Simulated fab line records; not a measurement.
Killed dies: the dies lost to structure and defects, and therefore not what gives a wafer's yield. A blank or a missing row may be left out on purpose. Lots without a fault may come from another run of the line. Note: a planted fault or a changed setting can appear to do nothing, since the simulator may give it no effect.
fab line records	flow n5_finfet
record lots=8	wafers=24	last_day=17
route steps=1938 shown SD_EPI_N@287 SD_EPI_P@306 SD_ACTIVATION@332 BEOL_M4@1111 PASSIVATION@1936
lots that met no fault: taken from a fault-free run of the same line
start_h: start of the lot's first displayed wafer, in hours after the record's first day	wait_h: how many hours have passed since the lot's step before this one	" repeats the value in the row above	L1.1+2: a row that stands for several wafers	- no value present, or no start provided	* or withheld: withheld	< > ~ a bound
route shown NAME@n: names a module that has steps shown in the file, with the first one's number in the route	usual: mean/standard deviation of fault-free wafers	same: alike in all rows	chamber/n: place in a boat	sites: each site's reading	_std_site: how widely they spread, as a standard deviation	_edge_site: the outer-site mean with the inner-site mean subtracted	radius_mm: for every site, how far away it sits from the centre of the wafer	mask NAME#n: copy n	behind: the tool/chamber that last shaped the wafer	hold: what put the lot on hold/how long, in hours/how the hold closed	device: which transistor (n, p or np) failed to switch	end of line: at the end of the route, the tests of the same wafers	for a step that has no rows: nothing shown but its recipe	killed: not the wafer's yield, but the dies lost to structure and defects at the first sort	map: the dies of a wafer, with x for killed, . for not killed, _ for no die there
set.NAME: the run value of the setting; set.NAME@STEP: its run value at that earlier step	model.NAME: the simulator's own value behind a step, which no gauge read
a sample of lots followed through the steps of the route, with each step as a table and each wafer as a row
services: a tool's chamber out of use, with start hour (start_h, from the record's first day; less than 0 if before it), hours out, and reason
## steps
# step N5_SD_EPI_N_VAPOR_ETCH_50
# recipe chemistry=HCl	target=Si	temp_c=775	time_s=54	pressure_torr=20	mode=isotropic
# usual throttle_valve_pct=11.5/0.4
# same time_s=54
lot.wafer	tool	chamber	start_h	wait_h	throttle_valve_pct
L647.1	epi_rpcvd-04	0	69.05	0.3	11.6
L647.4	"	0	"	"	11.5
L647.6	"	0	"	"	11.7
L651.3	epi_rpcvd-02	0	92.94	0.2	11.1
L651.5	"	0	"	"	10.9
L651.6	"	0	"	"	11.0
L654.1	epi_rpcvd-04	0	116.36	0.5	11.5
L654.2	"	0	"	"	11.8
L654.5	"	0	"	"	11.8
L662.2	epi_rpcvd-02	0	160.19	0.4	11.0
L662.4	"	0	"	"	11.1
L662.5	"	0	"	"	10.8
L663.1	epi_rpcvd-02	0	166.22	0.4	10.8
L663.4	"	0	"	"	10.8
L663.6	"	0	"	"	11.1
L664.3	epi_rpcvd-02	0	172.15	0.3	10.9
L664.5	"	0	"	"	10.9
L664.6	"	0	"	"	11.3
L665.3	epi_rpcvd-04	0	175.83	0.2	11.5
L665.5	"	0	"	"	11.8
L665.6	"	0	"	"	11.5
L667.3	epi_rpcvd-02	0	187.60	0.3	11.3
L667.4	"	0	"	"	11.1
L667.5	"	0	"	"	11.3
# step N5_SD_EPI_P_DESCUM_14
# recipe chemistry=O2	time_s=7.9	source_power_w=50	bias_power_w=20	pressure_mtorr=20	rf_frequency_hz=2.712e+07	temp_c=40	resist=CAR-ArF-block	o2_flow_sccm=225
# usual drypump_motor_current_A=5.7/0.4	o2_flow_sccm=224.9/0.7	oes_product_au=0.77/0.075	rf_vpp_V=243.2/1.3	showerhead_plenum_p_Torr=2.09/0.073	throttle_valve_pct=20.34/0.24
# same time_s=7.9
lot.wafer	tool	chamber	start_h	wait_h	drypump_motor_current_A	o2_flow_sccm	oes_product_au	rf_hours_counter_h	rf_vpp_V	showerhead_plenum_p_Torr	throttle_valve_pct
L647.1	rie_diel-04	2	72.36	0.0	5.6	225.2	0.79	108	244.0	2.09	19.86
L647.4	"	3	"	"	5.4	225.1	0.93	23	242.6	2.05	20.09
L647.6	"	1	"	"	6.5	225.4	0.74	-	242.6	2.10	20.31
L651.3	rie_diel-04	2	95.76	0.0	5.6	226.2	0.78	113	242.5	2.09	19.87
L651.5	"	2	"	"	5.6	225.1	0.78	-	242.8	2.09	19.86
L651.6	"	3	"	"	5.4	223.4	0.92	-	242.9	2.05	20.12
L654.1	rie_diel-01	2	120.03	0.0	5.5	224.0	0.72	201	243.2	2.16	20.43
L654.2	"	0	"	"	5.2	225.8	0.69	235	244.9	2.15	20.38
L654.5	"	1	"	"	5.6	224.3	0.73	-	241.9	2.10	20.58
L662.2	rie_diel-05	0	163.93	0.2	6.0	226.3	0.70	202	242.4	1.98	20.60
L662.4	"	1	"	"	5.7	224.4	0.79	103	240.2	1.95	20.72
L662.5	"	1	"	"	5.7	224.7	0.80	-	241.3	1.95	20.72
L663.1	rie_diel-01	1	169.79	0.0	5.6	225.3	0.73	180	244.3	2.09	20.61
L663.4	"	2	"	"	5.5	225.9	0.71	-	243.8	2.16	20.47
L663.6	"	1	"	"	5.6	225.0	0.72	-	243.0	2.09	20.61
L664.3	rie_diel-04	0	175.81	0.2	6.5	225.4	0.82	101	245.9	2.19	20.56
L664.5	"	1	"	"	6.5	225.3	0.73	-	243.6	2.09	20.36
L664.6	"	2	"	"	5.6	225.3	0.76	-	242.2	2.08	19.90
L665.3	rie_diel-05	3	179.40	0.0	5.5	226.2	0.73	183	241.2	2.00	20.27
L665.5	"	3	"	"	5.5	225.0	0.73	-	240.6	2.00	20.26
L665.6	"	2	"	"	5.5	225.5	0.88	-	244.0	2.14	20.03
L667.3	rie_diel-01	1	191.94	0.5	5.6	223.7	0.71	188	242.7	2.09	20.62
L667.4	"	3	"	"	5.5	223.9	0.70	211	242.6	2.16	20.46
L667.5	"	2	"	"	5.5	225.5	0.70	-	243.9	2.15	20.48
# step N5_SD_EPI_P_ETCHBACK_46
# recipe chemistry=CH3F/O2	mode=anisotropic_etchback	target=SiNx	target_depth_a=175	stop_on=SiO2	over_etch_frac=0.3	ion_energy_ev=120	pressure_mtorr=30	source_w=395	bias_w=73	Ar_flow_sccm=150	CH3F_flow_sccm=30	O2_flow_sccm=20
# usual CH3F_flow_sccm=29.99/0.089	drypump_motor_current_A=5.7/0.4	oes_product_au=0.66/0.062	rf_vpp_V=297/6.4	showerhead_plenum_p_Torr=2.00/0.072	throttle_valve_pct=16.29/0.22
lot.wafer	tool	chamber	start_h	wait_h	CH3F_flow_sccm	drypump_motor_current_A	oes_product_au	rf_hours_counter_h	rf_vpp_V	showerhead_plenum_p_Torr	throttle_valve_pct
L647.1	rie_diel-04	2	72.78	0.0	30.07	5.6	0.67	108	299	2.01	15.92
L647.4	"	3	"	"	30.03	5.4	0.80	23	291	1.96	16.03
L647.6	"	1	"	"	29.90	6.5	0.64	-	295	2.00	16.18
L651.3	rie_diel-04	2	96.17	0.0	30.04	5.6	0.66	113	298	2.01	15.91
L651.5	"	2	"	"	30.00	5.6	0.66	-	300	2.01	15.91
L651.6	"	3	"	"	29.89	5.4	0.78	-	293	1.96	16.05
L654.1	rie_diel-01	2	120.44	0.0	29.89	5.5	0.62	201	297	2.08	16.48
L654.2	"	0	"	"	30.00	5.2	0.58	235	298	2.06	16.40
L654.5	"	1	"	"	29.83	5.6	0.64	-	295	1.98	16.42
L662.2	rie_diel-05	0	164.34	0.0	30.08	6.0	0.60	202	307	1.90	16.53
L662.4	"	1	"	"	29.98	5.7	0.67	103	285	1.86	16.55
L662.5	"	1	"	"	29.92	5.7	0.67	-	285	1.86	16.54
L663.1	rie_diel-01	1	170.21	0.0	30.12	5.6	0.62	180	296	1.98	16.43
L663.4	"	2	"	"	29.94	5.5	0.60	-	297	2.07	16.52
L663.6	"	1	"	"	30.09	5.6	0.62	-	295	1.98	16.45
L664.3	rie_diel-04	0	176.23	0.0	30.10	6.5	0.69	101	300	2.11	16.55
L664.5	"	1	"	"	30.06	6.5	0.62	-	292	1.98	16.22
L664.6	"	2	"	"	29.86	5.6	0.64	-	299	2.00	15.96
L665.3	rie_diel-05	3	179.82	0.0	30.00	5.5	0.64	183	295	1.92	16.35
L665.5	"	3	"	"	30.07	5.5	0.63	-	295	1.92	16.37
L665.6	"	2	"	"	29.99	5.6	0.74	-	294	2.04	15.92
L667.3	rie_diel-01	1	192.36	0.0	30.05	5.6	0.62	189	296	1.98	16.46
L667.4	"	3	"	"	29.99	5.5	0.60	211	309	2.07	16.44
L667.5	"	2	"	"	30.01	5.5	0.59	-	299	2.07	16.54
# step N5_SD_EPI_P_EPI_21
# recipe material=SiGe:B	dopant=B	temp_c=550	pressure_torr=20	ambient=H2	time_s=355
# usual epi_growth_time_s=355/0
lot.wafer	tool	chamber	start_h	wait_h	epi_growth_time_s
L647.1	epi_rpcvd-01	0	73.71	0.1	355
L647.4	"	0	74.79	1.1	355
L647.6	"	0	"	"	355
L651.3	epi_rpcvd-02	0	98.18	1.1	355
L651.5	"	0	"	"	355
L651.6	"	0	"	"	355
L654.1	epi_rpcvd-01	0	121.38	0.1	355
L654.2	"	0	"	"	355
L654.5	"	0	122.82	1.5	355
L662.2	epi_rpcvd-01	0	165.75	0.6	355
L662.4	"	0	"	"	259.55
L662.5	"	0	"	"	355
L663.1	epi_rpcvd-01	0	171.26	0.2	259.55
L663.4	"	0	172.70	1.5	259.55
L663.6	"	0	"	"	259.55
L664.3	epi_rpcvd-01	0	178.24	1.1	355
L664.5	"	0	"	"	355
L664.6	"	0	"	"	259.55
L665.3	epi_rpcvd-03	0	181.83	1.1	355
L665.5	"	0	"	"	355
L665.6	"	0	"	"	355
L667.3	epi_rpcvd-02	0	194.37	1.1	355
L667.4	"	0	"	"	355
L667.5	"	0	"	"	355
# step N5_SD_EPI_P_EPI_MEAS_23
# recipe mode=xrd
# usual thk_nm=60.9/1.2
lot.wafer	tool	chamber	start_h	wait_h	thk_nm
L647.1	film_metro-02	-	75.90	1.8	60.4
L647.4	"	-	"	"	61.1
L647.6	"	-	"	"	59.8
L651.3	film_metro-01	-	100.15	1.5	60.9
L651.5	"	-	"	"	59.4
L651.6	"	-	"	"	59.9
L654.1	film_metro-01	-	123.57	1.8	60.8
L654.2	"	-	"	"	62.3
L654.5	"	-	"	"	59.3
L662.2	film_metro-01	-	168.21	2.0	62.3
L662.4	"	-	"	"	48.5
L662.5	"	-	"	"	62.8
L663.1	film_metro-02	-	174.18	2.4	50.8
L663.4	"	-	"	"	49.0
L663.6	"	-	"	"	48.5
L664.3	film_metro-01	-	180.20	1.5	60.4
L664.5	"	-	"	"	62.6
L664.6	"	-	"	"	49.6
L665.3	film_metro-02	-	183.79	1.5	59.0
L665.5	"	-	"	"	63.2
L665.6	"	-	"	"	59.8
L667.3	film_metro-01	-	196.33	1.5	63.0
L667.4	"	-	"	"	62.1
L667.5	"	-	"	"	62.5
# step N5_SD_ACTIVATION_RS_MEAS_03
# recipe thk_meas_gauge=four-point-probe
# usual RS_SD_N=21.9/0.35	RS_SD_P=56.3/0.88
lot.wafer	tool	chamber	start_h	wait_h	RS_SD_N[ohm/sq]	RS_SD_P[ohm/sq]
L647.1	film_metro-02	-	76.60	0.2	21.6	55.6
L647.4	"	-	"	"	21.7	55.7
L647.6	"	-	"	"	21.2	56.1
L651.3	film_metro-01	-	100.93	0.2	22.3	55.4
L651.5	"	-	"	"	22.1	56.6
L651.6	"	-	"	"	22.1	56.3
L654.1	film_metro-01	-	124.20	0.2	21.0	57.3
L654.2	"	-	"	"	21.4	56.2
L654.5	"	-	"	"	21.5	56.8
L662.2	film_metro-01	-	168.94	0.2	22.1	56.7
L662.4	"	-	"	"	22.0	71.8
L662.5	"	-	"	"	21.6	56.1
L663.1	film_metro-01	-	174.78	0.2	21.9	67.7
L663.4	"	-	"	"	21.5	68.8
L663.6	"	-	"	"	21.6	68.3
L664.3	film_metro-01	-	180.84	0.2	22.3	56.9
L664.5	"	-	"	"	22.6	56.2
L664.6	"	-	"	"	22.7	70.6
L665.3	film_metro-02	-	184.43	0.2	21.8	56.3
L665.5	"	-	"	"	22.2	55.9
L665.6	"	-	"	"	22.5	56.3
L667.3	film_metro-01	-	197.39	0.2	21.8	56.7
L667.4	"	-	"	"	21.8	55.6
L667.5	"	-	"	"	21.9	56.9
# step N5_BEOL_M4_RC_MEAS_101
# usual DIBL_N=36.8/2.1	DIBL_P=37.1/2.2	IOFF_N=0.18/0.037	IOFF_P=0.23/0.041	ION_N=682/13	ION_P=467/8.6	REXT_P=101.2/2.6	RS_SD_P=66.2/1	SS_N=71.7/0.61	SS_P=73.5/0.6	VT_N=248/3.4	VT_P=-249/3.5	VT_P_LVT=-98/3.4
lot.wafer	tool	chamber	start_h	wait_h	DIBL_N[mV/V]	DIBL_P[mV/V]	IOFF_N[nA/um]	IOFF_P[nA/um]	ION_N[uA/um]	ION_P[uA/um]	REXT_P[ohm.um]	RS_SD_P[ohm/sq]	SS_N[mV/dec]	SS_P[mV/dec]	VT_N[mV]	VT_P[mV]	VT_P_LVT[mV]
L647.1	prober-02	0	182.35	0.0	36.5	36.6	0.16	0.21	678	466	100.4	65.8	71.6	73.2	245	-252	-100
L647.4	"	0	"	"	36.7	36.8	0.17	0.21	674	460	101.4	65.3	71.4	73.2	249	-250	-100
L647.6	"	0	"	"	35.4	34.2	0.14	0.17	673	455	101.1	66.1	70.7	72.6	251	-252	-102
L651.3	prober-02	0	208.32	0.3	37.2	37.9	0.22	0.30	689	476	99.9	65.7	71.4	74.1	240	-243	-91
L651.5	"	0	"	"	38.1	38.0	0.22	0.31	677	473	101.3	66.5	72.2	73.8	242	-241	-90
L651.6	"	0	"	"	37.9	38.0	0.22	0.30	686	475	100.2	66.6	72.5	73.9	241	-246	-91
L654.1	prober-02	0	233.88	0.0	37.8	39.9	0.21	0.22	706	474	102.7	67.6	71.9	74.5	246	-250	-98
L654.2	"	0	"	"	39.9	42.8	0.27	0.27	712	475	102.0	66.6	72.3	74.2	241	-249	-95
L654.5	"	0	"	"	37.2	39.6	0.21	0.21	691	470	102.6	66.6	71.8	73.7	246	-251	-99
L662.2	prober-02	0	272.71	0.2	36.3	37.1	0.17	0.23	673	467	103.9	66.1	71.9	73.9	248	-248	-97
L662.4	"	0	"	"	35.7	36.9	0.15	0.17	678	453	113.5	84.3	71.7	73.5	250	-255	-106
L662.5	"	0	"	"	32.1	32.2	0.10	0.16	661	458	103.1	66.0	71.4	72.7	255	-254	-101
L663.1	prober-02	0	281.75	0.0	34.4	34.8	0.13	0.15	686	445	107.4	80.1	70.8	72.9	250	-254	-109
L663.4	"	0	"	"	35.2	35.5	0.15	0.16	679	451	107.3	80.8	71.1	72.9	246	-257	-108
L663.6	"	0	"	"	35.3	36.1	0.15	0.16	676	449	105.4	81.8	71.8	72.9	250	-257	-108
L664.3	prober-02	0	294.77	0.3	38.5	39.1	0.22	0.26	699	473	96.9	66.9	71.3	75.0	245	-248	-97
L664.5	"	0	"	"	34.8	34.6	0.14	0.18	669	467	96.9	66.6	70.4	73.3	253	-249	-102
L664.6	"	0	"	"	36.3	37.1	0.18	0.17	696	452	106.8	84.2	70.7	73.9	247	-258	-108
L665.3	prober-01	0	302.78	0.3	37.0	39.5	0.20	0.29	694	475	100.2	66.4	72.4	74.0	245	-242	-91
L665.5	"	0	"	"	37.0	39.3	0.19	0.29	685	476	99.2	65.9	71.6	73.7	247	-242	-91
L665.6	"	0	"	"	39.1	41.5	0.24	0.33	696	480	99.2	66.5	73.0	74.6	244	-242	-90
L667.3	prober-01	0	306.84	0.3	36.3	35.6	0.15	0.20	679	466	103.8	66.1	71.5	73.2	249	-251	-100
L667.4	"	0	"	"	38.0	38.2	0.18	0.25	682	469	102.0	64.9	72.5	74.5	248	-249	-97
L667.5	"	0	"	"	37.9	38.1	0.18	0.24	688	469	103.0	65.7	71.8	73.6	249	-247	-98
# step N5_PASSIVATION_PROBE_49
# usual defect_limited_yield=91.0/1.4	killed_at_M0_to_M3=35/10	killed_at_M4_up=13/6	killed_at_contacts=13/6.4	killed_at_front_end=42/12	killed_at_other=3.2/2.4	killed_dies=107/17	killed_open=69/13	killed_short=33/7.3	sort_bin_4_leakage=0.00/0.022	sort_bin_5_function=5.3/0.92	sort_bin_6_memory=3.3/0.66	sort_n_pass=1073/17	sort_yield_pct=90.9/1.4
# same gross_dies=1180	killed_at_back_side=0	sort_bin_8_speed[%]=0
lot.wafer	tool	chamber	start_h	wait_h	defect_limited_yield[%]	killed_at_M0_to_M3	killed_at_M4_up	killed_at_contacts	killed_at_front_end	killed_at_other	killed_dies	killed_open	killed_short	sort_bin_4_leakage[%]	sort_bin_5_function[%]	sort_bin_6_memory[%]	sort_n_pass	sort_yield_pct[%]
L647.1	prober-01	-	283.23	0.0	90.9	36	26	4	36	5	107	70	34	0	5.0	3.7	1073	90.9
L647.4	prober-01	-	283.38	0.2	89.2	28	19	11	66	3	127	77	43	0	6.3	3.7	1053	89.2
L647.6	prober-01	-	283.48	0.3	91.9	33	21	4	36	1	95	67	22	0	4.9	2.8	1085	91.9
L662.2	prober-02	-	378.96	0.1	91.9	26	11	9	46	3	95	65	23	0	4.6	2.6	1085	91.9
L662.4	prober-02	-	379.06	0.2	92.2	24	6	23	37	2	92	56	34	0	4.5	2.9	1088	92.2
L662.5	prober-02	-	379.11	0.2	90.7	26	19	9	54	2	110	68	39	0	5.8	3.3	1070	90.7
L663.1	prober-02	-	392.04	0.0	89.3	22	7	24	67	6	126	89	37	0	6.2	4.0	1054	89.3
L663.4	prober-02	-	392.19	0.2	89.6	30	14	18	60	1	123	89	34	0	5.9	4.2	1057	89.6
L663.6	prober-02	-	392.29	0.3	90.5	40	6	9	55	2	112	77	35	0	6.0	3.1	1068	90.5
L664.3	prober-01	-	398.37	0.1	90.6	52	8	10	37	4	111	70	39	0	5.6	3.4	1069	90.6
L664.5	prober-01	-	398.47	0.2	93.1	31	15	10	18	7	81	50	31	0	3.6	2.8	1099	93.1
L664.6	prober-01	-	398.52	0.3	89.7	49	16	8	44	4	121	90	26	0	5.5	4.4	1059	89.7
L667.3	prober-01	-	411.02	0.1	91.6	35	8	12	43	1	99	66	28	0	4.4	3.6	1081	91.6
L667.4	prober-01	-	411.07	0.2	91.9	33	6	8	48	1	96	66	27	0	5.0	2.5	1084	91.9
L667.5	prober-01	-	411.12	0.2	90.3	32	2	22	52	6	114	76	35	0	6.4	3.1	1066	90.3
# killed by level:class
L647.1 BEOL_M3:geometric_particle:open=11 BEOL_M0_SAQP:geometric_particle:short=10 FIN_SAQP:geometric_particle:open=9 BEOL_M4:geometric_particle:open=8 STI_FIN_REVEAL:geometric_particle:open=6 FIN_SAQP:geometric_particle:short=5 BEOL_M5:geometric_particle:open=5 MOL_CONTACT_COAG:geometric_particle:open=4
L647.4 FIN_SAQP:geometric_particle:open=12 MOL_CONTACT_COAG:geometric_particle:open=11 STI_FIN_REVEAL:geometric_particle:open=10 BEOL_M3:geometric_particle:open=10 BEOL_M4:geometric_particle:open=9 GATE_CUT:geometric_particle:short=8 FIN_SAQP:geometric_particle:short=7 BEOL_M0_SAQP:geometric_particle:short=6
L647.6 STI_FIN_REVEAL:geometric_particle:open=11 BEOL_M2:geometric_particle:open=11 BEOL_M4:geometric_particle:open=9 BEOL_M1:geometric_particle:open=6 GATE_CUT:geometric_particle:short=5 FIN_SAQP:geometric_particle:open=4 MOL_CONTACT_COAG:geometric_particle:open=4 BEOL_M2:geometric_particle:short=4
L662.2 STI_FIN_REVEAL:geometric_particle:open=18 DUMMY_GATE:geometric_particle:open=8 BEOL_M0_SAQP:geometric_particle:short=7 MOL_CONTACT_COAG:geometric_particle:open=7 HKMG_FIN:area_etch=7 BEOL_M4:geometric_particle:open=5 BEOL_M1:geometric_particle:open=4 BEOL_M2:geometric_particle:open=4
L662.4 MOL_CONTACT_COAG:geometric_particle:open=19 GATE_CUT:geometric_particle:short=13 BEOL_M3:geometric_particle:open=10 STI_FIN_REVEAL:geometric_particle:open=6 MOL_CONTACT_COAG:geometric_particle:short=4 BEOL_M1:geometric_particle:short=4 FIN_SAQP:geometric_particle:short=3 FIN_SAQP:geometric_particle:open=3
L662.5 STI_FIN_REVEAL:geometric_particle:open=21 FIN_SAQP:geometric_particle:short=7 BEOL_M4:geometric_particle:open=6 STI_FIN_REVEAL:geometric_particle:short=5 BEOL_M0_SAQP:geometric_particle:short=5 BEOL_M3:geometric_particle:open=5 BEOL_M5:geometric_particle:open=5 FIN_CUT:geometric_particle:open=4
L663.1 STI_FIN_REVEAL:geometric_particle:open=26 MOL_CONTACT_COAG:geometric_particle:open=16 FIN_SAQP:geometric_particle:open=13 MOL_CONTACT_COAG:geometric_particle:short=8 BEOL_M3:geometric_particle:open=7 FIN_SAQP:geometric_particle:short=6 BEOL_M0_SAQP:geometric_particle:short=5 GATE_CUT:geometric_particle:open=3
L663.4 FIN_SAQP:geometric_particle:open=19 STI_FIN_REVEAL:geometric_particle:open=17 MOL_CONTACT_COAG:geometric_particle:open=15 FIN_SAQP:geometric_particle:short=10 BEOL_M0_SAQP:geometric_particle:short=6 BEOL_M0_SAQP:geometric_particle:open=6 BEOL_M2:geometric_particle:open=6 BEOL_M3:geometric_particle:open=4
L663.6 BEOL_M3:geometric_particle:open=16 STI_FIN_REVEAL:geometric_particle:open=13 FIN_SAQP:geometric_particle:open=12 BEOL_M0_SAQP:geometric_particle:open=10 BEOL_M0_SAQP:geometric_particle:short=6 MOL_CONTACT_COAG:geometric_particle:open=5 FIN_SAQP:geometric_particle:short=4 DUMMY_GATE:geometric_particle:open=4
L664.3 BEOL_M2:geometric_particle:open=17 FIN_SAQP:geometric_particle:short=10 BEOL_M0_SAQP:geometric_particle:open=9 STI_FIN_REVEAL:geometric_particle:open=9 BEOL_M1:geometric_particle:open=9 MOL_CONTACT_COAG:geometric_particle:open=7 BEOL_M1:geometric_particle:short=6 BEOL_M2:geometric_particle:short=6
L664.5 BEOL_M1:geometric_particle:open=11 MOL_CONTACT_COAG:geometric_particle:open=10 BEOL_M2:geometric_particle:open=6 BEOL_M4:geometric_particle:short=6 BEOL_M3:geometric_particle:open=5 BEOL_M0_SAQP:geometric_particle:short=4 FIN_SAQP:geometric_particle:short=3 DUMMY_GATE:geometric_particle:short=3
L664.6 BEOL_M1:geometric_particle:open=18 BEOL_M2:geometric_particle:open=16 STI_FIN_REVEAL:geometric_particle:open=14 FIN_SAQP:geometric_particle:open=7 MOL_CONTACT_COAG:geometric_particle:open=7 BEOL_M0_SAQP:geometric_particle:open=5 FIN_SAQP:geometric_particle:short=4 DUMMY_GATE:geometric_particle:open=4
L667.3 FIN_SAQP:geometric_particle:open=16 BEOL_M1:geometric_particle:open=12 MOL_CONTACT_COAG:geometric_particle:open=10 GATE_CUT:geometric_particle:short=5 BEOL_M0_SAQP:geometric_particle:open=5 BEOL_M0_SAQP:geometric_particle:short=5 STI_FIN_REVEAL:geometric_particle:open=4 DUMMY_GATE:geometric_particle:open=3
L667.4 STI_FIN_REVEAL:geometric_particle:open=10 BEOL_M0_SAQP:geometric_particle:open=9 FIN_SAQP:geometric_particle:open=8 BEOL_M1:geometric_particle:open=7 BEOL_M3:geometric_particle:open=7 ILD0:geometric_particle:open=5 BEOL_M0_SAQP:geometric_particle:short=5 FIN_SAQP:geometric_particle:short=4
L667.5 STI_FIN_REVEAL:geometric_particle:open=20 MOL_CONTACT_COAG:geometric_particle:open=17 BEOL_M0_SAQP:geometric_particle:short=9 FIN_SAQP:geometric_particle:short=6 BEOL_M0_SAQP:geometric_particle:open=6 BEOL_M3:geometric_particle:open=6 MOL_CONTACT_COAG:geometric_particle:short=5 STARTING-WAFER:geometric_particle:open=5
## services
tool	chamber	start_h	hours	kind
rie_diel-05	1	48.24	2.9	repair
rie_diel-05	2	52.43	-	clean
rie_diel-05	2	52.43	-	consumable_replace:focus_ring
rie_diel-05	2	52.43	16.8	scheduled_down
rie_diel-05	2	52.43	16.8	vent_cycle
epi_rpcvd-02	-	56.65	34.7	pm
rie_diel-04	1	58.87	9.6	repair
rie_diel-05	1	60.97	11.9	repair
rie_diel-04	2	80.40	5.7	repair
epi_rpcvd-03	-	88.18	2.8	pm
rie_diel-01	-	98.69	2.8	pm
rie_diel-01	1	103.37	4.6	repair
rie_diel-04	0	115.51	14.2	repair
epi_rpcvd-02	-	152.20	6.0	pm
rie_diel-04	1	160.42	8.4	repair
rie_diel-04	-	161.90	4.3	pm
epi_rpcvd-04	-	165.66	1.4	repair
rie_diel-01	0	169.35	-	clean
rie_diel-01	0	169.35	-	consumable_replace:focus_ring
rie_diel-01	0	169.35	15.3	scheduled_down
rie_diel-01	0	169.35	15.3	vent_cycle
rie_diel-04	2	186.18	3.8	repair
## key
first_sign step=N5_SD_EPI_P_EPI_21	reading=epi_growth_time_s	direction=down	sigmas=99+	usual=*	struck=*
effect step=N5_SD_EPI_P_EPI_MEAS_23	reading=thk_nm	direction=down	sigmas=9.3	usual=*	struck=*
effect step=N5_SD_ACTIVATION_RS_MEAS_03	reading=RS_SD_P	direction=up	sigmas=15	usual=56.3	struck=69.5
effect step=N5_BEOL_M4_RC_MEAS_101	reading=RS_SD_P	direction=up	sigmas=16	usual=66.2	struck=82.2
effect step=N5_BEOL_M4_RC_MEAS_101	reading=VT_P_LVT	direction=down	sigmas=2.9	usual=-98	struck=-108
effect step=N5_BEOL_M4_RC_MEAS_101	reading=REXT_P	direction=up	sigmas=2.7	usual=101.2	struck=108.1
effect step=N5_BEOL_M4_RC_MEAS_101	reading=VT_P	direction=down	sigmas=2.1	usual=-249	struck=-256
effect step=N5_BEOL_M4_RC_MEAS_101	reading=ION_P	direction=down	sigmas=2	usual=467	struck=450
met_at N5_SD_EPI_P_EPI_21
struck_lots L662,L663,L664
struck_wafers L662.4,L663.1,L663.4,L663.6,L664.6
not_acting_at N5_SD_EPI_N_VAPOR_ETCH_50,N5_SD_EPI_P_DESCUM_14,N5_SD_EPI_P_ETCHBACK_46
onset_between 121.38 165.75
fault kind=process_parameter_drift	tool=epi_rpcvd-01	chamber=-	onset_h=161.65	steps=N5_SD_EPI_P_EPI_21	channel=epi_growth_time_s	offset=*	shape=step	end_h=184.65	scope=struck_wafers_only	acts_in=*	stated=*
